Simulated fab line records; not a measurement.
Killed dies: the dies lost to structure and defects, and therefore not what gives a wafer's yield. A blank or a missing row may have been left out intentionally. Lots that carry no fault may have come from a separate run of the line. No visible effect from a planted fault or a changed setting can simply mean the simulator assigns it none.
The tool behind it: which one? / flow nand harc / 13 lots, 39 wafers sampled, at 5 steps of a route of 1159

== WHAT THE GAUGES SHOWED, per wafer ==
NHARC_THIN_TSV_CD_MEAS_37.
lot=L325; measured=day 22 01:08; on=cd sem-01; cd nm (nm)=4998.3 4997.9 4996.7
lot=L327; measured=day 22 04:40; on=cd sem-01; cd nm (nm)=5004.6 5001.0 5003.2
lot=L329; measured=day 22 07:55; on=cd sem-01; cd nm (nm)=5001.9 5001.6 4998.9
lot=L330; measured=day 22 06:26; on=cd sem-03; cd nm (nm)=4998.1 4998.9 4998.6
lot=L332; measured=day 22 08:43; on=cd sem-01; cd nm (nm)=4995.4 4996.5 4997.3
lot=L331; measured=day 22 10:11; on=cd sem-01; cd nm (nm)=4995.0 5001.5 4997.2
lot=L333; measured=day 22 11:00; on=cd sem-03; cd nm (nm)=4996.9 5000.9 5004.0
lot=L334; measured=day 22 11:33; on=cd sem-03; cd nm (nm)=5001.3 5000.7 5001.0
lot=L335; measured=day 22 10:21; on=cd sem-01; cd nm (nm)=4998.9 5000.1 5002.0
lot=L336; measured=day 22 09:49; on=cd sem-02; cd nm (nm)=5000.2 5002.7 5006.2
lot=L338; measured=day 22 12:08; on=cd sem-02; cd nm (nm)=5005.9 5001.3 5000.9
lot=L345; measured=day 23 16:32; on=cd sem-03; cd nm (nm)=4998.7 4996.7 4999.4
lot=L346; measured=day 24 14:20; on=cd sem-01; cd nm (nm)=4997.3 5002.8 5001.9

NHARC_END_SORT_01.
lot=L346; measured=day 26 02:42; on=prober-02; killed at array=35 113 90; killed at other=0 2 1; killed at periphery=1 3 0; killed dies=36 118 91; killed open=3 2 1; killed short=5 1 3

== TOOL THAT RAN EACH LOT (tool first, then ch and the chambers of the sampled wafers, then the start) ==
lot=L325; NHARC_A_STAIRCASE_ETCH_201=rie diel-06 ch 0,1,2, day 11 00:40; NHARC_THIN_TSV_DESCUM_14=rie diel-09 ch 0,3, day 21 15:29; NHARC_THIN_TSV_PVD_19=pvd sputter-02, day 22 01:08 or earlier
lot=L327; NHARC_A_STAIRCASE_ETCH_201=rie diel-06 ch 0,1,2, day 11 13:31; NHARC_THIN_TSV_DESCUM_14=rie diel-10 ch 0,1,2, day 21 16:44; NHARC_THIN_TSV_PVD_19=pvd sputter-02, day 22 04:40 or earlier
lot=L329; NHARC_A_STAIRCASE_ETCH_201=rie diel-01 ch 2,3, day 12 03:52; NHARC_THIN_TSV_DESCUM_14=rie diel-09 ch 0,1,2, day 21 20:16; NHARC_THIN_TSV_PVD_19=pvd sputter-02, day 22 07:55 or earlier
lot=L330; NHARC_A_STAIRCASE_ETCH_201=rie diel-13 ch 0,2,3, day 12 04:11; NHARC_THIN_TSV_DESCUM_14=rie diel-09 ch 0,1,2, day 21 19:16; NHARC_THIN_TSV_PVD_19=pvd sputter-02, day 22 06:26 or earlier
lot=L332; NHARC_A_STAIRCASE_ETCH_201=rie diel-01 ch 0,2,3, day 12 16:47; NHARC_THIN_TSV_DESCUM_14=rie diel-09 ch 0,2,3, day 21 21:33; NHARC_THIN_TSV_PVD_19=pvd sputter-02, day 22 08:43 or earlier
lot=L331; NHARC_A_STAIRCASE_ETCH_201=rie diel-06 ch 1,2,3, day 12 16:49; NHARC_THIN_TSV_DESCUM_14=rie diel-09 ch 0,2,3, day 21 23:05; NHARC_THIN_TSV_PVD_19=pvd sputter-02, day 22 10:11 or earlier
lot=L333; NHARC_A_STAIRCASE_ETCH_201=rie diel-01 ch 1,2,3, day 13 08:01; NHARC_THIN_TSV_DESCUM_14=rie diel-12 ch 0,1,2, day 22 02:24; NHARC_THIN_TSV_PVD_19=pvd sputter-03, day 22 11:00 or earlier
lot=L334; NHARC_A_STAIRCASE_ETCH_201=rie diel-01 ch 0,1,2, day 13 09:11; NHARC_THIN_TSV_DESCUM_14=rie diel-09 ch 0,2,3, day 22 03:37; NHARC_THIN_TSV_PVD_19=pvd sputter-03, day 22 11:33 or earlier
lot=L335; NHARC_A_STAIRCASE_ETCH_201=rie diel-06 ch 0,1,3, day 13 20:09; NHARC_THIN_TSV_DESCUM_14=rie diel-10 ch 0,2,3, day 22 01:12; NHARC_THIN_TSV_PVD_19=pvd sputter-03, day 22 10:21 or earlier
lot=L336; NHARC_A_STAIRCASE_ETCH_201=rie diel-06 ch 1,2,3, day 13 20:29; NHARC_THIN_TSV_DESCUM_14=rie diel-09 ch 0,2, day 22 00:05; NHARC_THIN_TSV_PVD_19=pvd sputter-03, day 22 09:49 or earlier
lot=L338; NHARC_A_STAIRCASE_ETCH_201=rie diel-13 ch 0,1, day 14 05:44; NHARC_THIN_TSV_DESCUM_14=rie diel-09 ch 1,2,3, day 22 04:41; NHARC_THIN_TSV_PVD_19=pvd sputter-02, day 22 12:08 or earlier
lot=L345; NHARC_A_STAIRCASE_ETCH_201=rie diel-01 ch 0,3, day 15 23:04; NHARC_THIN_TSV_DESCUM_14=rie diel-12 ch 1,2, day 23 08:47; NHARC_THIN_TSV_PVD_19=pvd sputter-03, day 23 16:32 or earlier
lot=L346; NHARC_A_STAIRCASE_ETCH_201=rie diel-01 ch 1,2, day 16 02:53; NHARC_THIN_TSV_DESCUM_14=rie diel-09 ch 0,1,3, day 24 06:53; NHARC_THIN_TSV_PVD_19=pvd sputter-03, day 24 14:20 or earlier
- NHARC_A_STAIRCASE_ETCH_201: etches the open film in C4F8/O2, target depth 100 nm, time 40.5 s.
- NHARC_THIN_TSV_DESCUM_14: chemistry O2, time 3 s.
- NHARC_THIN_TSV_PVD_19: deposits TaN, target thk 20 nm.

== AS READ BY THE TOOLS THEMSELVES (means over the sampled wafers that have a number; for cases with no such wafer, the mark the record gives instead) ==
NHARC_A_STAIRCASE_ETCH_201.
lot=L325; tool=rie diel-06; oes product au (a.u.)=0.946; rf vpp V (V)=901
lot=L327; tool=rie diel-06; oes product au (a.u.)=0.945; rf vpp V (V)=900
lot=L329; tool=rie diel-01; oes product au (a.u.)=0.936; rf vpp V (V)=894
lot=L330; tool=rie diel-13; oes product au (a.u.)=0.938; rf vpp V (V)=890
lot=L332; tool=rie diel-01; oes product au (a.u.)=0.935; rf vpp V (V)=893
lot=L331; tool=rie diel-06; oes product au (a.u.)=0.950; rf vpp V (V)=896
lot=L333; tool=rie diel-01; oes product au (a.u.)=0.930; rf vpp V (V)=892
lot=L334; tool=rie diel-01; oes product au (a.u.)=0.941; rf vpp V (V)=892
lot=L335; tool=rie diel-06; oes product au (a.u.)=0.934; rf vpp V (V)=897
lot=L336; tool=rie diel-06; oes product au (a.u.)=0.942; rf vpp V (V)=896
lot=L338; tool=rie diel-13; oes product au (a.u.)=0.949; rf vpp V (V)=892
lot=L345; tool=rie diel-01; oes product au (a.u.)=0.941; rf vpp V (V)=894
lot=L346; tool=rie diel-01; oes product au (a.u.)=0.948; rf vpp V (V)=888

NHARC_THIN_TSV_DESCUM_14.
lot=L325; tool=rie diel-09; drypump motor current A (A)=6.1; oes product au (a.u.)=1.007; rf vpp V (V)=57.5; showerhead plenum p Torr (Torr)=1.99; throttle valve pct (%)=11.304
lot=L327; tool=rie diel-10; drypump motor current A (A)=6.1; oes product au (a.u.)=0.998; rf vpp V (V)=57.7; showerhead plenum p Torr (Torr)=1.96; throttle valve pct (%)=11.315
lot=L329; tool=rie diel-09; drypump motor current A (A)=5.8; oes product au (a.u.)=1.002; rf vpp V (V)=58.1; showerhead plenum p Torr (Torr)=1.95; throttle valve pct (%)=11.319
lot=L330; tool=rie diel-09; drypump motor current A (A)=5.8; oes product au (a.u.)=0.995; rf vpp V (V)=58.2; showerhead plenum p Torr (Torr)=1.95; throttle valve pct (%)=11.313
lot=L332; tool=rie diel-09; drypump motor current A (A)=5.8; oes product au (a.u.)=0.997; rf vpp V (V)=57.6; showerhead plenum p Torr (Torr)=1.92; throttle valve pct (%)=11.307
lot=L331; tool=rie diel-09; drypump motor current A (A)=5.8; oes product au (a.u.)=1.001; rf vpp V (V)=57.5; showerhead plenum p Torr (Torr)=1.92; throttle valve pct (%)=11.309
lot=L333; tool=rie diel-12; drypump motor current A (A)=6.3; oes product au (a.u.)=0.993; rf vpp V (V)=57.6; showerhead plenum p Torr (Torr)=1.89; throttle valve pct (%)=11.314
lot=L334; tool=rie diel-09; drypump motor current A (A)=5.8; oes product au (a.u.)=1.003; rf vpp V (V)=57.6; showerhead plenum p Torr (Torr)=1.92; throttle valve pct (%)=11.324
lot=L335; tool=rie diel-10; drypump motor current A (A)=6.2; oes product au (a.u.)=1.004; rf vpp V (V)=57.7; showerhead plenum p Torr (Torr)=1.96; throttle valve pct (%)=11.308
lot=L336; tool=rie diel-09; drypump motor current A (A)=5.6; oes product au (a.u.)=1.003; rf vpp V (V)=57.0; showerhead plenum p Torr (Torr)=1.87; throttle valve pct (%)=11.311
lot=L338; tool=rie diel-09; drypump motor current A (A)=5.8; oes product au (a.u.)=1.002; rf vpp V (V)=57.1; showerhead plenum p Torr (Torr)=1.92; throttle valve pct (%)=11.316
lot=L345; tool=rie diel-12; drypump motor current A (A)=6.6; oes product au (a.u.)=0.987; rf vpp V (V)=58.0; showerhead plenum p Torr (Torr)=1.94; throttle valve pct (%)=11.312
lot=L346; tool=rie diel-09; drypump motor current A (A)=6.1; oes product au (a.u.)=0.998; rf vpp V (V)=58.1; showerhead plenum p Torr (Torr)=1.99; throttle valve pct (%)=11.310

NHARC_THIN_TSV_PVD_19.
lot=L325; tool=pvd sputter-02; throttle valve pct (%)=30.2
lot=L327; tool=pvd sputter-02; throttle valve pct (%)=30.2
lot=L329; tool=pvd sputter-02; throttle valve pct (%)=31.1
lot=L330; tool=pvd sputter-02; throttle valve pct (%)=30.3
lot=L332; tool=pvd sputter-02; throttle valve pct (%)=31.0
lot=L331; tool=pvd sputter-02; throttle valve pct (%)=30.6
lot=L333; tool=pvd sputter-03; throttle valve pct (%)=29.1
lot=L334; tool=pvd sputter-03; throttle valve pct (%)=30.0
lot=L335; tool=pvd sputter-03; throttle valve pct (%)=28.9
lot=L336; tool=pvd sputter-03; throttle valve pct (%)=29.3
lot=L338; tool=pvd sputter-02; throttle valve pct (%)=30.7
lot=L345; tool=pvd sputter-03; throttle valve pct (%)=28.9
lot=L346; tool=pvd sputter-03; throttle valve pct (%)=29.8

== THE ANSWER, worked out from the rows above alone ==
Rule: the usual values come from the lots themselves. The widest of any qualifying gaps counts: lots, ordered by their means at a reading, are off when they make up no more than a third of the lots, leave a main group of 4 or more, and stand apart from it by 3 or more times the standard deviation of that group's means. A main group whose means are all the same, to the digits that the tables above print for the reading, isn't used. A lot without any number at a reading at which 4 lots or more have one is off too. The other lots that the step has rows for count as sound. Order of review: gauges by route order, followed by the tools' own readings, for which a lot's mean as printed above is used. At the first step where some lot is off, the reading lying furthest off is the one used; lots without a number count as furthest.
No lot is off on any of the readings shown, so nothing can be concluded from this.

== WHAT HAD BEEN PUT IN BY THE SIMULATOR ==
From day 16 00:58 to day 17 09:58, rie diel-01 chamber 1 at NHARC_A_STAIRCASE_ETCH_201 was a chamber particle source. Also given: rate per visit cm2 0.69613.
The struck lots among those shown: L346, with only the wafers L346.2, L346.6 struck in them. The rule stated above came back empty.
